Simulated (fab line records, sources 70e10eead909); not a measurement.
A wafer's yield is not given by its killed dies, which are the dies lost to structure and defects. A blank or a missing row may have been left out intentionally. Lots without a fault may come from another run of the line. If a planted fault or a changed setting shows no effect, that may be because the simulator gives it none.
fab line records	flow nandHarc	part 2 of 2: steps 26 to 38 of 38
record: lots: 5	wafers: 15	lastDay: 30
route steps=1302 shown A_CHANNEL_FILL_D1@490 A_DECK1_JOINT@518
lots that met no fault: from a run of the same line without faults
startH: start of the lot's first displayed wafer, in hours after the record's first day	waitH: time in hours since the lot's previous step	" identical to the entry in the row above	L1.1+2: several wafers, shown together as one row	- no value, or no start was given	* or withheld: withheld	< > ~ a bound
route shown NAME@n: NAME is a module with steps in the file, n the number in the route of the first one	usual: mean/standard deviation of fault-free wafers	same: alike in all rows	chamber/n: place in a boat	sites: readings site by site	_std_site: standard deviation of those values	_edge_site: inner sites' mean taken away from outer sites' mean	radiusMm: for every site, how far away it sits from the centre of the wafer	mask NAME#n: copy n	behind: the last tool/chamber to shape the wafer	hold: the reason the lot was held/the length of the hold in hours/how it ended	device: the transistor (n, p or np) that didn't switch	end of line: the same wafers' tests at the end of the route	a step with no rows: only its recipe	killed: the dies lost at the first sort to structure and to defects; this is not the yield of the wafer	map: per-die view of a wafer (x killed, . not killed, _ where there is no die)
set.NAME: the setting the step ran with; set.NAME@STEP: the setting that earlier step ran with	model.NAME: the simulator's own value behind a step, which no gauge read
a table for each step, a row for each wafer; lots at some steps of the route
services: from which hour (startH, from the record's first day; less than 0 if before it) a tool's chamber was out of use, for how many hours, and why
== steps ==
step: NHARC_A_DECK1_JOINT_ETCHBACK_07
recipe: targetDepthA: 1050	timeS: 26.9	hbrFlowSccm: 150	rfW: 350	icpW: 350	biasW: 60	chemistry: HBr
usual: drypumpMotorCurrentA: 6.0/0.51	oesProductAu: 0.998/0.0065	throttleValvePct: 23.266/0.0092
lot.wafer	tool	chamber	startH	waitH	drypumpMotorCurrentA	oesProductAu	rfHoursCounterH	throttleValvePct
L075.1	rieSi-01	1	254.64	0.1	5.6	0.993	0.4	23.270
L075.5	"	0	"	"	6.7	0.999	-	23.262
L075.4	"	2	"	"	6.1	0.987	-	23.272
L076.3	rieSi-06	2	269.11	0.1	6.0	0.997	0.1	23.272
L076.1	"	3	"	"	6.2	1.004	0.1	23.272
L076.5	"	2	"	"	6.0	0.999	-	23.262
L080.3	rieSi-06	2	294.14	0.1	6.0	0.987	0.2	23.265
L080.4	"	1	"	"	5.8	0.995	0.2	23.274
L080.5	"	2	"	"	6.0	0.988	-	23.276
L086.3	rieSi-01	0	349.82	0.1	6.7	1.008	1.0	23.266
L086.2	"	1	"	"	5.6	1.004	1.1	23.270
L086.6	"	0	"	"	6.7	1.008	-	23.252
L087.1	rieSi-06	0	382.50	0.1	5.5	0.990	0.8	23.266
L087.3	"	3	"	"	6.2	1.000	0.8	23.272
L087.6	"	0	"	"	5.5	0.988	-	23.263
step: NHARC_A_DECK1_JOINT_ETCH_25
recipe: targetDepthA: 5	chemistry: dHF	material: SiO2
lot.wafer	tool	chamber	startH	waitH
L075.4+5+1	wetBench-09	5,7,0	254.81	0.1
L076.3+5+1	wetBench-04	2,4,5	269.25	0.1
L080.5+3+4	wetBench-01	3,5,0	294.29	0.1
L086.3+6+2	wetBench-09	7,2,3	349.97	0.1
L087.3+1+6	wetBench-01	3,5,6	382.65	0.1
step: NHARC_A_DECK1_JOINT_ETCH_19
recipe: tempC: 25	targetDepthA: 30	chemistry: TMAH	material: poly-Si
usual: bathHeatDutyPct: 6.2/0.76
lot.wafer	tool	chamber	startH	waitH	bathHeatDutyPct
L075.4	wetBench-09	5	254.85	0.0	5.8
L075.5	"	7	"	"	6.5
L075.1	"	0	"	"	5.7
L076.3	wetBench-04	2	269.28	0.0	5.5
L076.5	"	4	"	"	6.2
L076.1	"	5	"	"	6.0
L080.5	wetBench-01	3	294.32	0.0	8.5
L080.3	"	5	"	"	5.4
L080.4	"	0	"	"	6.0
L086.3	wetBench-09	7	350.00	0.0	7.1
L086.6	"	2	"	"	5.5
L086.2	"	3	"	"	5.9
L087.3	wetBench-01	3	382.69	0.0	6.5
L087.1	"	5	"	"	5.1
L087.6	"	6	"	"	6.1
step: NHARC_A_DECK1_JOINT_ETCH_18
recipe: targetDepthA: 30	chemistry: dHF	material: SiO2
lot.wafer	tool	chamber	startH	waitH
L075.4+5+1	wetBench-09	5,7,0	-	-
L076.3+5+1	wetBench-04	2,4,5	-	-
L080.5+3+4	wetBench-01	3,5,0	-	-
L086.3+6+2	wetBench-09	7,2,3	-	-
L087.3+1+6	wetBench-01	3,5,6	-	-
step: NHARC_A_DECK1_JOINT_WET_08
recipe: tempC: 160	timeS: 86	chemistry: H3PO4
usual: bathGuardTempC: 160.2/0.4	bathHeatDutyPct: 28.0/2.2
lot.wafer	tool	chamber	startH	waitH	bathGuardTempC	bathHeatDutyPct
L075.1	wetH3po4-02	1	256.64	-	160.1	24.5
L075.4	"	1	"	"	160.3	26.3
L075.5	"	1	"	"	160.1	27.1
L076.1	wetH3po4-01	0	271.09	-	160.3	30.5
L076.3	"	0	"	"	160.1	31.8
L076.5	"	0	"	"	160.1	31.2
L080.3	wetH3po4-01	0	296.13	-	160.2	31.2
L080.4	"	0	"	"	160.3	31.6
L080.5	"	0	"	"	160.3	32.2
L086.2	wetH3po4-02	0	351.80	-	160.8	28.9
L086.3	"	0	"	"	160.5	27.4
L086.6	"	0	"	"	160.8	27.7
L087.1	wetH3po4-01	1	385.30	-	159.9	26.9
L087.3	"	1	"	"	160.0	26.9
L087.6	"	1	"	"	159.6	25.2
step: NHARC_A_DECK1_JOINT_ETCH_09
recipe: targetDepthA: 50	chemistry: dHF	material: SiO2
lot.wafer	tool	chamber	startH	waitH
L075.4+5+1	wetBench-04	3,5,7	257.19	0.0
L076.5+3+1	wetBench-01	1,2,6	271.64	0.0
L080.3+4+5	wetBench-04	7,1,3	296.67	0.0
L086.6+3+2	wetBench-04	2,4,7	352.34	0.0
L087.3+1+6	wetBench-01	7,2,3	385.85	0.0
step: NHARC_A_DECK1_JOINT_WET_10
recipe: tempC: 160	timeS: 86	chemistry: H3PO4
usual: bathGuardTempC: 160.3/0.39	bathHeatDutyPct: 29.0/2.4
lot.wafer	tool	chamber	startH	waitH	bathGuardTempC	bathHeatDutyPct
L075.1	wetH3po4-01	0	258.88	1.7	160.2	31.2
L075.4	"	0	"	"	160.0	31.8
L075.5	"	0	"	"	160.3	31.8
L076.1	wetH3po4-01	0	273.33	1.7	160.4	30.7
L076.3	"	0	"	"	159.9	33.9
L076.5	"	0	"	"	160.0	30.8
L080.3	wetH3po4-02	0	298.36	1.7	160.4	28.5
L080.4	"	0	"	"	160.7	28.3
L080.5	"	0	"	"	161.0	29.5
L086.2	wetH3po4-01	0	354.03	1.7	160.4	29.5
L086.3	"	0	"	"	160.3	29.9
L086.6	"	0	"	"	160.4	32.7
L087.1	wetH3po4-01	0	387.54	1.7	159.9	32.4
L087.3	"	0	"	"	160.3	31.1
L087.6	"	0	"	"	160.0	30.8
step: NHARC_A_DECK1_JOINT_ETCH_11
recipe: targetDepthA: 350	chemistry: dHF	material: SiO2
lot.wafer	tool	chamber	startH	waitH
L075.4+5+1	wetBench-09	6,0,1	259.43	0.0
L076.5+1+3	wetBench-04	1,3,5	273.89	0.0
L080.4+3+5	wetBench-01	0,2,5	298.90	0.0
L086.6+3+2	wetBench-01	1,2,3	354.62	0.1
L087.6+3+1	wetBench-09	0,2,3	388.11	0.0
step: NHARC_A_DECK1_JOINT_CVD_12
recipe: targetThkA: 900	tempC: 620	pressureMtorr: 200	timeS: 1800	material: poly-Si
lot.wafer	tool	chamber	startH	waitH
L075.1+4+5	lpcvdPoly-03	0	261.94	2.4
L076.1+3+5	lpcvdPoly-03	0	276.38	2.4
L080.3+4+5	lpcvdPoly-03	0	301.40	2.4
L086.2+3+6	lpcvdPoly-02	0	357.25	2.6
L087.1+3+6	lpcvdPoly-01	0	390.75	2.5
step: NHARC_A_DECK1_JOINT_CMP_13
recipe: targetThkNm: 51.023
usual: motorCurrentA: 12.3/1	padLifeWafers: 219/95	timeToEndpointS: 8.2/2.2
lot.wafer	tool	chamber	startH	waitH	motorCurrentA	padLifeWafers	timeToEndpointS
L075.4	cmp-04	2	264.78	0.4	13.4	216	11.2
L075.1	"	1	"	"	12.1	219	10.1
L075.5	"	2	"	"	13.1	-	8.6
L076.1	cmp-02	2	279.26	0.4	13.0	170	10.1
L076.3	"	3	"	"	10.8	171	12.1
L076.5	"	1	"	"	12.0	-	9.4
L080.3	cmp-02	0	304.24	0.4	13.9	242	7.4
L080.4	"	1	"	"	12.0	243	6.8
L080.5	"	2	"	"	12.6	-	9.2
L086.3	cmp-01	3	360.10	0.4	11.4	216	9.5
L086.2	"	0	"	"	13.2	217	8.9
L086.6	"	0	"	"	13.2	-	9.2
L087.3	cmp-01	0	393.58	0.4	13.1	354	7.7
L087.1	"	1	"	"	13.4	355	6.3
L087.6	"	1	"	"	12.8	-	6.3
step: NHARC_A_DECK1_JOINT_THK_MEAS_14
recipe: thkMeasGauge: ellipsometry
usual: thkNm: 50.6/1.3
lot.wafer	tool	chamber	startH	waitH	thkNm
L075.1	filmMetro-02	-	265.03	0.2	49.5
L075.4	"	-	"	"	50.4
L075.5	"	-	"	"	50.4
L076.1	filmMetro-02	-	279.47	0.2	54.3
L076.3	"	-	"	"	51.1
L076.5	"	-	"	"	50.0
L080.3	filmMetro-01	-	304.45	0.2	51.2
L080.4	"	-	"	"	51.0
L080.5	"	-	"	"	49.8
L086.2	filmMetro-02	-	360.36	0.2	52.1
L086.3	"	-	"	"	47.3
L086.6	"	-	"	"	49.4
L087.1	filmMetro-02	-	393.84	0.2	49.0
L087.3	"	-	"	"	51.3
L087.6	"	-	"	"	50.2
step: NHARC_A_DECK1_JOINT_SRD_04
lot.wafer	tool	chamber	startH	waitH
L075.5+4+1	wetBench-09	3,5,7	265.07	0.0
L076.5+3+1	wetBench-09	0,1,2	279.52	0.0
L080.3+5+4	wetBench-01	2,4,5	304.49	0.0
L086.3+2+6	wetBench-04	0,1,3	360.40	0.0
L087.1+6+3	wetBench-04	4,5,6	393.89	0.0
step: NHARC_A_DECK1_JOINT_ETCHBACK_00
recipe: targetDepthA: 300	timeS: 17.4	hbrFlowSccm: 150	rfW: 350	icpW: 350	biasW: 60	chemistry: HBr
usual: drypumpMotorCurrentA: 6.0/0.44	oesProductAu: 0.998/0.0073	throttleValvePct: 23.267/0.0089
lot.wafer	tool	chamber	startH	waitH	drypumpMotorCurrentA	oesProductAu	rfHoursCounterH	throttleValvePct
L075.4	rieSi-06	2	265.16	0.1	6.0	0.986	0.0	23.269
L075.1	"	0	"	"	5.5	0.987	0.0	23.275
L075.5	"	3	"	"	6.2	0.997	-	23.260
L076.3	rieSi-06	0	279.61	0.1	5.5	0.978	0.1	23.280
L076.1	"	2	"	"	6.0	0.996	0.1	23.280
L076.5	"	0	"	"	5.5	0.992	-	23.260
L080.4	rieSi-06	2	304.59	0.1	5.9	1.004	0.3	23.269
L080.3	"	3	"	"	6.2	1.002	0.4	23.262
L080.5	"	1	"	"	5.8	1.000	-	23.270
L086.3	rieSi-02	1	360.48	0.1	4.9	0.995	0.5	23.266
L086.2	"	3	"	"	6.0	0.991	0.4	23.268
L086.6	"	1	"	"	4.9	0.997	-	23.285
L087.1	rieSi-01	1	393.99	0.1	5.6	1.004	0.1	23.258
L087.3	"	2	"	"	6.1	1.009	0.1	23.261
L087.6	"	3	"	"	6.4	1.005	-	23.284
== services ==
tool	chamber	startH	hours	kind
rieDiel-01	-	203.80	9.0	pm
wetBench-03	-	210.43	8.0	pm
aldHk-03	-	215.65	10.0	pm
rieDiel-01	-	222.88	0.7	repair
wetBench-04	-	227.21	8.0	pm
rieSi-06	2	241.70	7.7	repair
rieSi-06	-	249.00	9.0	pm
rieDiel-11	-	255.56	9.0	pm
wetBench-05	-	260.80	8.0	pm
wetBench-01	-	277.60	8.0	pm
rieDiel-04	-	279.04	0.5	repair
aldHk-04	-	282.96	20.5	repair
rieDiel-11	1	283.59	54.3	repair
aldHk-04	-	325.21	0.5	repair
wetBench-07	-	336.00	8.0	pm
wetH3po4-01	-	339.71	8.0	pm
wetBench-05	-	344.03	1.2	repair
wetH3po4-01	-	349.04	3.6	repair
wetBench-09	-	352.80	8.0	pm
wetBench-05	-	368.01	4.7	repair
rieDiel-01	2	377.92	2.5	repair
rieDiel-01	-	380.80	9.0	pm
wetBench-03	-	386.43	8.0	pm
lpcvdPoly-03	-	390.29	26.0	pm
